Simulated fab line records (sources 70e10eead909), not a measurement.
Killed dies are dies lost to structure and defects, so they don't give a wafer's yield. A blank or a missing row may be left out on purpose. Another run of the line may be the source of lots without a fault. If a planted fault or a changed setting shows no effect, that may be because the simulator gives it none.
Chamber matching ; flow nand-harc ; pecvd-03 running NHARC_A_STAIRCASE_DEP_417: 3 sister chambers
The step deposits Si3N4, target thk 60 nm. 6 wafers are shown with their chamber, then 9 later ones without.

WAFERS PAIRED WITH THEIR CHAMBERS
wafer;chamber;showerhead-vpp-V (V);heater-power-w (W)
L083.2;1;1302;825
L083.4;1;1270;829
L087.2;2;1345;754
L088.2;2;1342;833
L088.3;0;1256;788
L088.6;0;1254;772

WAFERS MISSING THEIR CHAMBER
wafer;showerhead-vpp-V (V);heater-power-w (W)
L091.1;1260;792
L091.3;1227;818
L091.4;1288;795
L092.1;1226;758
L092.5;1329;691
L092.6;1226;773
L097.1;1337;833
L097.4;1226;757
L097.5;1267;827

EACH ONE'S CHAMBER
wafer;from the rows above;in truth
L091.1;can't be placed: 0 or 1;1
L091.3;0;0
L091.4;can't be placed: 1 or 0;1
L092.1;0;0
L092.5;can't be placed: 2 or 1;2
L092.6;0;0
L097.1;2;2
L097.4;0;0
L097.5;can't be placed: 1 or 0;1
Correct placement for 5 of the 9. From these rows, 4 cannot be placed; in 4 the true chamber is one of the candidates. Wrongly placed: 0.
How it was worked out, from the rows above alone: a wafer's distance from a chamber is the root of the sum, over the readings, of the square of ((its reading less the chamber's mean) divided by the reading's scatter). If the next closest chamber is less than 2 further off than the closest, the wafer can't be placed; otherwise it belongs to the closest. Each chamber's mean is taken over the wafers shown for it. The scatter is the square root of a quotient: the sum, over the shown wafers, of each reading's squared deviation from its chamber's mean, divided by wafers minus chambers.
